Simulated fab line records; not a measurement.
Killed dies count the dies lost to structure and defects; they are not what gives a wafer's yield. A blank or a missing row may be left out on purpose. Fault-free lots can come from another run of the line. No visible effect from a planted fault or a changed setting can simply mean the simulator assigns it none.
A struck lot beside a sound one + flow nandHarc + 15 out of 1302 route steps
Sound: wafers L734.3, L734.5, L734.6. Struck: wafer L743.5. (L743.3, L743.6 of the same lot were not struck and are left out.) The cause comes at the end.
Per side, at each step with rows, come the tool, then ch with its chambers, and then its first start. Under that, the readings that differ: sound wafers + struck wafers + difference of the means + sigmas: that difference in standard deviations of wafers without a fault.
alike: readings with means less than 2 such deviations apart, plus words and numbers identical on both sides. not compared: withheld readings, readings lacking a value on some wafer, bounds such as >300 that could conceal the same value, and numbers that have no deviation in the record and whose values overlap.
Wherever a step has rows on one side only, a row that says differs or no value, or a row with sigmas, the two part there. Numbers that have no deviation but don't overlap get no sigmas and don't part them. A reading that every wafer of one side lacks parts them only if that side has two wafers or more.

NHARC_A_DECK1_JOINT_ETCHBACK_00: etches the open film in HBr, target depth 30 nm, time 17.4 s.
  sound on rieSi-06 ch 0,3, day 12 16:32; struck on rieSi-02 ch 1, day 15 19:20
  alike: drypumpMotorCurrentA, oesProductAu, throttleValvePct
  not compared: rfHoursCounterH
then, 8 steps without rows for these wafers: NHARC_A_DECK1_JOINT_PRECLEAN_30 (cleans in SC1); NHARC_A_DECK1_JOINT_SRD_31; NHARC_A_DECK1_JOINT_CVD_34 (deposits SiNx, target thk 20 nm); NHARC_A_DECK1_JOINT_DEP_06 (deposits SiOx, target thk 80 nm); NHARC_A_DECK1_JOINT_CURE_26 (time 32 s); NHARC_A_DECK1_JOINT_ANNEAL_27 (time 3600 s); NHARC_A_DECK1_JOINT_ANNEAL_28 (time 1800 s); NHARC_A_DECK1_JOINT_ANNEAL_29 (time 1800 s).
NHARC_A_DECK1_JOINT_CMP_02: polishes SiOx.
  sound on cmp-04 ch 1,2,3, day 13 18:49; struck on cmp-01 ch 2, day 16 17:34
  alike: edgeZonePressureFrac, motorCurrentA
then, 1 step without rows for these wafers: NHARC_A_DECK1_JOINT_SRD_15.
NHARC_A_DECK1_JOINT_DEP_16: deposits SiO2, target thk 45 nm.
  sound on pecvd-02 ch 0,1, day 13 19:16; struck on pecvd-02 ch 0, day 16 17:59
  alike: heaterPowerW, throttleValvePct
NHARC_A_DECK1_JOINT_THK_MEAS_17: measures by ellipsometry.
  sound: filmMetro-02 at day 13 19:30; struck: filmMetro-01 at day 16 18:26
| reading    | sound          | struck | difference | sigmas |
|------------|----------------|--------|------------|--------|
| thkNm (nm) | 44.9 46.1 46.0 | 39.6   | -6.1       | -5     |
  not compared: hold
NHARC_A_DECK1_JOINT_INSPECT_05:
  sound: defectInspect-02 at day 13 19:32; struck: defectInspect-02 at day 16 19:41
| reading | sound | struck                  | difference                   | sigmas |
|---------|-------|-------------------------|------------------------------|--------|
| hold    | - - - | awaitDispo/1.2h/release | no value on the sound wafers |        |
  alike: rawDefectCount
-- jump in the record: it breaks off in module A_DECK1_JOINT and resumes in module END (first step shown: number 1302 of the route), and 12 days separate the struck wafers' starts before and after --
NHARC_END_SORT_01:
  at this point the record logs the struck wafers (prober-01 ch 0, day 28 23:58) and has no rows for the sound ones

== WHERE THEY PART ==
Earliest at NHARC_A_DECK1_JOINT_THK_MEAS_17; latest, in this record, at NHARC_END_SORT_01.

WHY: whatever the simulator had introduced
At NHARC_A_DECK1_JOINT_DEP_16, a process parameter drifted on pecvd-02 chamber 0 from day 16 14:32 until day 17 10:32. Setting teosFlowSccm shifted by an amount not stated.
